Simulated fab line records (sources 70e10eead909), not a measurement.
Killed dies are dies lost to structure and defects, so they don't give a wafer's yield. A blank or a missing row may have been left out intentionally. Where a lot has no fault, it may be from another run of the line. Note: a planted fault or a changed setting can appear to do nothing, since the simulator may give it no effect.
fab line records | flow nand-harc
[record] lots = 6 wafers = 18 last-day = 24
route steps=1159 shown A_CONTACT@962 A_BLC@964 END@1159
lots untouched by any fault: they come from a run of this same line in which no faults occurred
start-h: the number of hours between the record's first day and the start of the first shown wafer of the lot | wait-h: hours elapsed since this lot's preceding step | " the same as in the row above | L1.1+2: several wafers, shown together as one row | - no value present, or no start provided | * or withheld: withheld | < > ~ a bound
route shown NAME@n: a module of which the file shows steps, and the number in the route of the first | usual: the fault-free wafers' mean and standard deviation | same: alike in all rows | chamber/n: place in a boat | sites: per-site readings | _std_site: standard deviation across them | _edge_site: outer sites' mean less inner sites' | radius-mm: for every site, how far away it sits from the centre of the wafer | mask NAME#n: copy n | behind: tool/chamber where the wafer was last shaped | hold: what put the lot on hold/how long, in hours/how the hold closed | device: the transistor (n, p or np) that didn't switch | end of line: tests run on the same wafers once the route is complete | a step without rows: its recipe alone | killed: not the wafer's yield, but the dies lost to structure and defects at the first sort | map: a wafer's dies, marking killed ones x, the rest . and places with no die _
set.NAME: the setting that was run; set.NAME@STEP: the one run at that earlier step | model.NAME: the simulator's own value behind a step, which no gauge read
lots seen at some steps along the route; tables by step, rows by wafer
services: from which hour (start-h, from the record's first day; less than 0 if before it) a tool's chamber was out of use, for how many hours, and why
[[steps]]
[step NHARC_A_CONTACT_SRD_22]
[step NHARC_A_CONTACT_INSPECT_23]
[usual] raw-defect-count = 456/140
// columns lot.wafer tool chamber start-h wait-h raw-defect-count
L580.1 defect-inspect-02 - 426.57 0.1 839
L580.3 " - " " 612
L580.4 " - " " 767
L584.1 defect-inspect-01 - 445.81 0.1 616
L584.3 " - " " 623
L584.4 " - " " 542
L586.1 defect-inspect-01 - 446.65 0.1 462
L586.2 " - " " 340
L586.3 " - " " 432
L589.2 defect-inspect-02 - 469.11 0.1 389
L589.3 " - " " 547
L589.6 " - " " 499
L593.2 defect-inspect-02 - 502.94 0.1 525
L593.3 " - " " 499
L593.5 " - " " 402
L596.2 defect-inspect-02 - 515.02 0.1 473
L596.5 " - " " 588
L596.6 " - " " 754
[step NHARC_A_BLC_DEHYDRATE_00]
[recipe] temp-c = 150 time-s = 120
[step NHARC_A_BLC_HMDS_01]
[recipe] time-s = 30
[step NHARC_A_BLC_COAT_02]
[recipe] temp-c = 260 time-s = 75
[step NHARC_A_BLC_COAT_03]
[recipe] temp-c = 225 time-s = 65
[step NHARC_A_BLC_COAT_04]
[recipe] spin-rpm = 1500 resist-thk-nm = 90
[step NHARC_A_BLC_SOFTBAKE_05]
[recipe] temp-c = 105 time-s = 55
[step NHARC_A_BLC_EBR_06]
[step NHARC_A_BLC_EXPOSE_07]
[recipe] na = 1.35 target-cd-nm = 100 dose-mj = 67.97 mask-id = A_BLC
[step NHARC_A_BLC_PEB_08]
[recipe] peb-temp-c = 100 peb-time-s = 65
[step NHARC_A_BLC_DEVELOP_09]
[recipe] develop-time-s = 35 dev-temp-c = 23
[usual] developer-temp-C = 23.01/0.12
// columns lot.wafer tool chamber start-h wait-h developer-temp-C
L580.1 litho-track-06 0 427 - 22.98
L580.3 " 0 " " 22.98
L580.4 " 0 " " 22.94
L584.1 litho-track-04 0 446 - 23.04
L584.3 " 0 " " 23.12
L584.4 " 0 " " 23.16
L586.1 litho-track-04 0 447 - 22.84
L586.2 " 0 " " 22.85
L586.3 " 0 " " 22.83
L589.2 litho-track-04 0 469 - 23.04
L589.3 " 0 " " 22.88
L589.6 " 0 " " 23.02
L593.2 litho-track-06 0 503 - 23.07
L593.3 " 0 " " 23.11
L593.5 " 0 " " 23.17
L596.2 litho-track-06 0 515 - 23.07
L596.5 " 0 " " 23.33
L596.6 " 0 " " 23.23
[step NHARC_A_BLC_CD_MEAS_10]
[recipe] target-cd-nm = 100 landing-energy-ev = 500
[usual] cd-nm = 100.2/0.65
// columns lot.wafer tool chamber start-h wait-h cd-nm
L580.1 cd-sem-03 0 427.08 - 100.1
L580.3 " 0 " " 99.8
L580.4 " 0 " " 98.7
L584.1 cd-sem-02 0 446.31 - 100.8
L584.3 " 0 " " 101.0
L584.4 " 0 " " 100.3
L586.1 cd-sem-02 0 447.15 - 100.6
L586.2 " 0 " " 98.6
L586.3 " 0 " " 99.0
L589.2 cd-sem-03 0 469.49 - 99.2
L589.3 " 0 " " 98.4
L589.6 " 0 " " 100.9
L593.2 cd-sem-01 0 503.45 - 100.1
L593.3 " 0 " " 100.1
L593.5 " 0 " " 99.3
L596.2 cd-sem-01 0 515.41 - 99.5
L596.5 " 0 " " 99.2
L596.6 " 0 " " 99.3
[step NHARC_A_BLC_OVL_MEAS_11]
[usual] overlay-x-nm = -0.2/0.72 overlay-y-nm = 0.0/0.82
// columns lot.wafer tool chamber start-h wait-h overlay-x-nm overlay-y-nm
L580.1 overlay-01 - 427.17 - -0.3 0.5
L580.3 " - " " -0.3 0.8
L580.4 " - " " -0.2 1.0
L584.1 overlay-01 - 446.40 - -0.3 -0.3
L584.3 " - " " -0.4 -0.5
L584.4 " - " " -0.2 -0.2
L586.1 overlay-01 - 447.24 - -1.3 0.6
L586.2 " - " " -1.4 0.5
L586.3 " - " " -1.9 0.9
L589.2 overlay-02 - 469.58 - 0.0 0.1
L589.3 " - " " 0.5 0.7
L589.6 " - " " -0.3 0.7
L593.2 overlay-01 - 503.54 - -0.2 0.1
L593.3 " - " " 0.2 0.5
L593.5 " - " " -0.3 0.3
L596.2 overlay-02 - 515.49 - -0.8 -0.5
L596.5 " - " " -0.3 -0.4
L596.6 " - " " -0.5 -1.1
[step NHARC_A_BLC_INSPECT_12]
[usual] raw-defect-count = 29/15
// columns lot.wafer tool chamber start-h wait-h raw-defect-count
L580.1 defect-inspect-01 - 427.21 0.0 29
L580.3 " - " " 31
L580.4 " - " " 35
L584.1 defect-inspect-01 - 446.44 0.0 18
L584.3 " - " " 12
L584.4 " - " " 11
L586.1 defect-inspect-01 - 447.28 0.0 51
L586.2 " - " " 45
L586.3 " - " " 35
L589.2 defect-inspect-02 - 469.61 0.0 32
L589.3 " - " " 32
L589.6 " - " " 33
L593.2 defect-inspect-01 - 503.58 0.0 57
L593.3 " - " " 60
L593.5 " - " " 56
L596.2 defect-inspect-02 - 515.53 0.0 51
L596.5 " - " " 56
L596.6 " - " " 58
[step NHARC_A_BLC_DESCUM_15]
[recipe] time-s = 3 o2-flow-sccm = 200 ar-flow-sccm = 0 bias-power-w = 0 chemistry = O2
[usual] drypump-motor-current-A = 5.6/0.51 oes-product-au = 1.001/0.0093 rf-vpp-V = 57.9/0.99 showerhead-plenum-p-Torr = 1.92/0.095 throttle-valve-pct = 11.309/0.0096
// columns lot.wafer tool chamber start-h wait-h drypump-motor-current-A oes-product-au rf-hours-counter-h rf-vpp-V showerhead-plenum-p-Torr throttle-valve-pct model.A_BLC.cd-nm
L580.1 rie-diel-05 1 427.27 0.1 6.5 0.994 9 58.1 1.90 11.322 99.62
L580.4 " 2 " " 5.7 1.000 9 56.4 1.93 11.288 99.55
L580.3 " 3 " " 5.6 0.995 9 57.8 1.86 11.299 99.87
L584.3 rie-diel-03 2 446.50 0.1 5.3 1.003 15 57.7 2.05 11.307 102.5
L584.4 " 3 " " 6.2 0.996 14 57.1 1.78 11.296 100.3
L584.1 " 1 " " 5.7 1.001 16 58.6 2.07 11.306 101
L586.3 rie-diel-12 1 447.34 0.1 4.9 1.010 6 57.5 1.77 11.305 98.42
L586.1 " 2 " " 5.4 0.993 6 60.8 2.05 11.316 101.1
L586.2 " 3 " " 5.7 1.000 5 58.0 1.92 11.314 97.63
L589.3 rie-diel-03 2 469.67 0.1 5.3 1.005 23 57.2 2.05 11.298 98.52
L589.2 " 1 " " 5.7 1.002 26 58.7 2.07 11.308 98.8
L589.6 " 3 " " 6.2 0.998 - 58.2 1.77 11.299 100.6
L593.3 rie-diel-03 1 503.65 0.1 5.7 1.015 38 57.8 2.06 11.317 99.39
L593.2 " 2 " " 5.3 1.011 35 58.1 2.04 11.302 100.6
L593.5 " 0 " " 5.2 0.990 - 58.1 1.82 11.314 99.19
L596.2 rie-diel-12 3 515.61 0.1 5.7 1.003 12 59.2 1.92 11.311 99.56
L596.5 " 0 " " 5.4 0.979 - 57.2 1.79 11.318 99.09
L596.6 " 1 " " 4.9 1.018 - 57.5 1.77 11.304 99.5
[step NHARC_A_BLC_ETCH_16]
[recipe] target-depth-a = 390 over-etch-frac = 0.3 time-s = 65 ion-energy-ev = 80 cf4-flow-sccm = 150 ar-flow-sccm = 0 rf-w = 300 bias-w = 100 chemistry = CF4
[usual] drypump-motor-current-A = 5.6/0.5 oes-product-au = 0.998/0.009 rf-fwd-power-W = 297.3/1.2 rf-vpp-V = 151.3/1.4 showerhead-plenum-p-Torr = 1.78/0.081 throttle-valve-pct = 13.285/0.0094
// columns lot.wafer tool chamber start-h wait-h drypump-motor-current-A oes-product-au rf-fwd-power-W rf-hours-counter-h rf-vpp-V showerhead-plenum-p-Torr throttle-valve-pct model.A_BLC.cd-nm
L580.3 rie-diel-05 3 427.35 0.1 5.6 0.985 297.2 9 151.1 1.72 13.288 99.61
L580.4 " 0 " " 5.0 1.003 294.8 9 152.1 1.87 13.282 99.55
L580.1 " 2 " " 5.8 1.001 297.0 9 151.7 1.79 13.274 99.17
L584.4 rie-diel-03 1 446.59 0.1 5.7 1.000 297.1 16 151.2 1.90 13.278 99.89
L584.1 " 2 " " 5.3 1.004 299.1 15 152.2 1.89 13.284 101.1
L584.3 " 0 " " 5.2 1.006 299.1 16 149.6 1.69 13.287 102.1
L586.3 rie-diel-12 2 447.42 0.1 5.4 1.003 296.3 6 153.6 1.88 13.286 98.06
L586.1 " 0 " " 5.4 0.980 296.4 5 149.3 1.67 13.283 101.2
L586.2 " 1 " " 4.9 1.019 296.5 6 149.6 1.64 13.283 97.73
L589.2 rie-diel-03 1 469.76 0.1 5.8 1.007 298.2 26 154.7 1.90 13.296 98.33
L589.3 " 3 " " 6.2 0.996 295.6 24 149.5 1.65 13.294 98.45
L589.6 " 1 " " 5.7 1.004 299.3 - 153.1 1.90 13.269 100.4
L593.2 rie-diel-03 2 503.80 0.1 5.3 1.001 297.0 35 153.0 1.88 13.286 100.9
L593.3 " 3 " " 6.2 0.991 295.7 37 149.8 1.65 13.300 99
L593.5 " 3 " " 6.2 0.994 295.1 - 149.0 1.64 13.303 98.84
L596.2 rie-diel-12 1 515.68 0.1 4.9 1.008 297.5 13 150.1 1.64 13.295 99.29
L596.6 " 0 " " 5.4 0.975 298.9 - 149.6 1.67 13.285 99.49
L596.5 " 1 " " 4.9 1.000 296.7 - 148.4 1.64 13.275 98.95
[step NHARC_A_BLC_ETCH_17]
[recipe] target-depth-a = 3900 over-etch-frac = 0.25 time-s = 609.38 ion-energy-ev = 200 n2-flow-sccm = 150 h2-flow-sccm = 150 ar-flow-sccm = 0 rf-w = 400 bias-w = 150 chemistry = N2/H2
[usual] drypump-motor-current-A = 5.6/0.5 oes-product-au = 0.999/0.0091 rf-fwd-power-W = 399.4/1.1 rf-vpp-V = 430.6/2.8 showerhead-plenum-p-Torr = 2.04/0.1 throttle-valve-pct = 14.171/0.0095
// columns lot.wafer tool chamber start-h wait-h drypump-motor-current-A oes-product-au rf-fwd-power-W rf-hours-counter-h rf-vpp-V showerhead-plenum-p-Torr throttle-valve-pct
L580.4 rie-diel-05 1 - - 6.5 1.002 400.1 9 431.5 2.03 14.178
L580.3 " 2 " " 5.7 0.988 399.3 9 430.9 2.06 14.176
L580.1 " 0 " " 5.0 0.993 397.7 9 433.3 2.17 14.174
L584.4 rie-diel-03 0 - - 5.3 1.018 399.9 16 427.0 1.94 14.157
L584.1 " 2 " " 5.3 1.010 399.2 15 435.4 2.19 14.167
L584.3 " 3 " " 6.2 0.996 399.3 14 425.9 1.89 14.154
L586.2 rie-diel-12 1 - - 4.9 1.008 398.7 6 426.0 1.88 14.178
L586.3 " 2 " " 5.4 0.997 399.2 6 433.9 2.19 14.173
L586.1 " 3 " " 5.7 0.994 401.2 5 429.7 2.04 14.177
L589.3 rie-diel-03 3 - - 6.2 0.998 399.2 25 424.1 1.89 14.166
L589.2 " 0 " " 5.2 1.002 400.6 26 428.7 1.94 14.155
L589.6 " 1 " " 5.7 1.012 399.6 - 435.3 2.21 14.176
L593.3 rie-diel-03 0 - - 5.2 1.000 399.0 38 427.6 1.94 14.187
L593.2 " 2 " " 5.3 1.008 398.0 35 434.2 2.18 14.171
L593.5 " 3 " " 6.2 0.994 399.4 - 426.1 1.88 14.158
L596.2 rie-diel-12 3 - - 5.7 1.014 400.6 12 431.0 2.04 14.168
L596.5 " 0 " " 5.4 0.987 401.3 - 427.5 1.91 14.170
L596.6 " 1 " " 4.9 1.018 400.5 - 426.7 1.88 14.191
[step NHARC_END_SORT_01]
[recipe] temp-c = 25
[usual] killed-at-array = 25/9.7 killed-at-other = 0.7/0.87 killed-at-periphery = 3.3/2.3 killed-dies = 29/11 killed-open = 3.6/2.1 killed-short = 2.3/1.7
[same] gross-dies = 677
// columns lot.wafer tool chamber start-h wait-h killed-at-array killed-at-other killed-at-periphery killed-dies killed-open killed-short
L580.4 prober-01 0 472.66 3.4 37 0 3 40 5 3
L593.2 prober-02 0 551.40 2.8 37 0 6 43 5 3
L593.3 prober-02 0 552.20 3.1 43 1 3 47 3 3
L593.5 prober-02 0 553.81 3.7 31 1 0 32 1 3
// killed by level:class
L580.4 A_CHANNEL_HOLE_D1:chamber-film-flake=13 A_SLIT:chamber-film-flake=13 A_CONTACT:chamber-film-flake=3 P_M0:geometric-particle:open=2 A_STAIRCASE:chamber-film-flake=2 P_M0:geometric-particle:short=1 A_ONON_D1:geometric-particle:short=1 A_CONTACT:geometric-particle:open=1
L593.2 A_SLIT:chamber-film-flake=16 A_CHANNEL_HOLE_D1:chamber-film-flake=14 P_CONTACT:geometric-particle:open=2 P_M0:geometric-particle:open=2 A_CONTACT:chamber-film-flake=2 P_M0:geometric-particle:short=1 A_CHANNEL_FILL_D1:geometric-particle:short=1 A_WL_FILL:geometric-particle:short=1
L593.3 A_SLIT:chamber-film-flake=17 A_CHANNEL_HOLE_D1:chamber-film-flake=12 A_CONTACT:chamber-film-flake=4 A_STAIRCASE:chamber-film-flake=4 A_CHANNEL_FILL_D1:geometric-particle:short=3 A_CHANNEL_FILL_D1:geometric-particle:open=2 P_STI:chamber-film-flake=2 P_M0:geometric-particle:open=1
L593.5 A_SLIT:chamber-film-flake=13 A_CHANNEL_HOLE_D1:chamber-film-flake=12 A_ZERO_WELL:chamber-film-flake=2 A_ONON_D1:geometric-particle:short=1 A_WL_FILL:geometric-particle:short=1 A_M0:geometric-particle:open=1 STARTING-WAFER:geometric-particle:short=1 A_WL_FILL:chamber-film-flake=1
[[services]]
// columns tool chamber start-h hours kind
rie-diel-03 0 425.91 - clean
rie-diel-03 1 425.91 - clean
rie-diel-03 2 425.91 - clean
rie-diel-03 3 425.91 - clean
rie-diel-03 3 438.14 1.9 repair
rie-diel-03 0 450.43 - clean
rie-diel-03 1 450.43 - clean
rie-diel-03 2 450.43 - clean
rie-diel-03 3 450.43 - clean
rie-diel-03 2 457.71 3.9 repair
rie-diel-12 0 458.16 4.6 repair
rie-diel-12 3 464.19 2.7 repair
litho-track-06 - 467.00 7.0 pm
rie-diel-03 0 475.07 - clean
rie-diel-03 1 475.07 - clean
rie-diel-03 2 475.07 - clean
rie-diel-03 3 475.07 - clean
rie-diel-03 0 477.72 8.0 repair
litho-track-04 - 491.00 7.0 pm
rie-diel-05 0 492.40 8.0 repair
rie-diel-03 0 499.64 - clean
rie-diel-03 1 499.64 - clean
rie-diel-03 2 499.64 - clean
rie-diel-03 3 499.64 - clean
[[key]]
[first-sign] step = NHARC_A_BLC_CD_MEAS_10 reading = cd-nm direction = down sigmas = 2.2 usual = 100.2 struck = 98.8
effect none on later readings
[model-effect] step = NHARC_A_BLC_DESCUM_15 value = A_BLC.cd-nm without = 100.3 struck = 98.34
[model-effect] step = NHARC_A_BLC_ETCH_16 value = A_BLC.cd-nm without = 100.1 struck = 98.14
met-at NHARC_A_BLC_DEVELOP_09
struck-wafers L586.2,L586.3,L589.2,L589.3
tester-left-out L586,L589
onset-between 446 447
[fault] kind = process-parameter-drift tool = litho-track-04 chamber = - onset-h = 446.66 steps = NHARC_A_BLC_DEVELOP_09 channel = develop-time-s offset = * shape = step end-h = 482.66 scope = struck-wafers-only acts-in = * stated = *
// tester-left-out: of these lots the tester's yield and bins aren't shown, on N5 and GAA mostly nor the transistor test; their killed dies are dies lost to structure and defects alone, not to doping, threshold or leakage, so they don't give the yield
